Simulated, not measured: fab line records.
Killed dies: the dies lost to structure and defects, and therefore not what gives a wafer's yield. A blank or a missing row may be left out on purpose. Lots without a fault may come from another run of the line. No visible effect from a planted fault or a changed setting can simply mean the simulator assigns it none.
Split-lot study -- flow n5_finfet -- 7 lots, 21 wafers read, on a route of 1938 steps

## THE SPLIT ITSELF
At N5_BEOL_M12_COAT_04 (resist thk 400 nm), the setting spin_rpm was moved away from the recipe's 1625 rpm on 3 of the 21 wafers read, by -8.5% to +7.1%. For the rest of the wafers, this setting stayed at what the recipe calls for.

## FROM THE SPLIT TO THE READING: what the file shows between them, 7 steps
- N5_BEOL_M12_EXPOSE_07: exposes mask V11 (also split here: dose_mj)
- N5_BEOL_M12_PEB_08: peb time 90 s
- N5_BEOL_M12_DEVELOP_09: develop time 45 s
- N5_BEOL_M12_HARDBAKE_14: time 120 s
- N5_BEOL_M12_CD_MEAS_10: target cd 140 nm
- N5_BEOL_M12_DESCUM_15: chemistry O2, time 7.9 s
- N5_BEOL_M12_ETCH_59: etches BARC in N2/H2, target depth 89 nm, overetch 26.7 nm, time 67.9 s

## THE READING
coat_of_BEOL_M12_COAT_04.thk_nm (the simulator's own value, which no gauge read), in nm, at N5_BEOL_M12_VIA_ETCH_16 (etches SiOC in C4F8/O2/Ar, target depth 724.8 nm). No usual value for it is given in the file. The 18 wafers here that ran the recipe average 124.4 nm, standard deviation 2.7 nm.

wafer,"tool, chamber at the split","spin_rpm as run, rpm",against the recipe,"coat_of_BEOL_M12_COAT_04.thk_nm, nm",against lot-mates on the recipe
L074.2,"litho_track-02, 0",1625,recipe,124.4,-
L074.6,"litho_track-02, 0",1625,recipe,124.4,-
L074.4,"litho_track-02, 0",1625,recipe,123.6,-
L076.1,"litho_track-02, 0",1625,recipe,123.2,-
L076.4,"litho_track-02, 0",1625,recipe,117.6,-
L076.6,"litho_track-02, 0",1625,recipe,121.8,-
L080.1,"litho_track-02, 0",1625,recipe,127.4,-
L080.4,"litho_track-02, 0",1625,recipe,124.2,-
L080.5,"litho_track-02, 0",1625,recipe,124,-
L089.1,"litho_track-02, 0",1625,recipe,130,-
L089.3,"litho_track-02, 0",1625,recipe,126.8,-
L089.5,"litho_track-02, 0",1741,+7.1%,109.2,-19.2
L083.1,"litho_track-02, 0",1625,recipe,126,-
L083.3,"litho_track-02, 0",1625,recipe,126,-
L083.5,"litho_track-02, 0",1625,recipe,122.4,-
L097.1,"litho_track-03, 0",1487,-8.5%,149.2,+25.4
L097.2,"litho_track-03, 0",1625,recipe,126.6,-
L097.5,"litho_track-03, 0",1625,recipe,121,-
L096.3,"litho_track-03, 0",1625,recipe,126,-
L096.5,"litho_track-03, 0",1575,-3.1%,129.6,+5.0
L096.6,"litho_track-03, 0",1625,recipe,123.2,-

THE FIT
A straight line over all 21 wafers: coat_of_BEOL_M12_COAT_04.thk_nm changes by -2.52 nm for each +1% of spin_rpm; r = -0.92; the points scatter about the line by 2.9 nm.
The same after taking each lot's own level away (the mean of its wafers on the recipe; 21 wafers): -2.78 nm for each +1%; r = -0.97; scatter 2 nm.
On that fit, the largest move of spin_rpm shifts the reading by 24 nm.
Measured against the standard deviation above, the lots' own levels, which go from 120.87 to 128.40 nm, span 2.8 times it.
So the lot-to-lot level changes the slope little: the two slopes agree.
Check: +21.1 nm against its lot-mates is what the line predicts for one of the wafers moved furthest among these (-8.5%) when that wafer is left out of the fit. It came out at +25.4 nm against them.

## OTHER SPLITS ON THESE WAFERS
Note: prior to the reading, these wafers also went through further splits. Each is held against what the fit with the lots' levels taken away leaves over:
other split on the same wafers,wafers away from the commonest value,r with coat_of_BEOL_M12_COAT_04.thk_nm (lot level and that fit taken away)
N5_BEOL_M11_VIA_ETCH_34 time_s,4,-0.48
N5_BEOL_M12_EXPOSE_07 dose_mj,12,-0.11

## THE WHOLE CHAIN: every reading that the file lists as answering this split, in the file's order
step,what it does,reading,change (the file's fit),r (the file's)
N5_BEOL_M12_COAT_04,resist thk 400 nm,"coat_of_BEOL_M12_COAT_04.thk_nm (the simulator's own value, which no gauge read)",-2.1 nm for each +1% of the setting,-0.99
N5_BEOL_M12_ETCH_59,"etches BARC in N2/H2, target depth 89 nm, overetch 26.7 nm, time 67.9 s","coat_of_BEOL_M12_COAT_04.thk_nm (the simulator's own value, which no gauge read)",-2.22 nm for each +1% of the setting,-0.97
N5_BEOL_M12_VIA_ETCH_16,"etches SiOC in C4F8/O2/Ar, target depth 724.8 nm","coat_of_BEOL_M12_COAT_04.thk_nm (the simulator's own value, which no gauge read)",-2.78 nm for each +1% of the setting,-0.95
N5_BEOL_M12_STRIP_63,strips in N2/H2,strip_time_to_endpoint_s,withheld for each +1% of the setting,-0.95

## FILE'S OWN FIT
coat_of_BEOL_M12_COAT_04.thk_nm changes by -2.78 nm for each +1% of spin_rpm, r = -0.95.
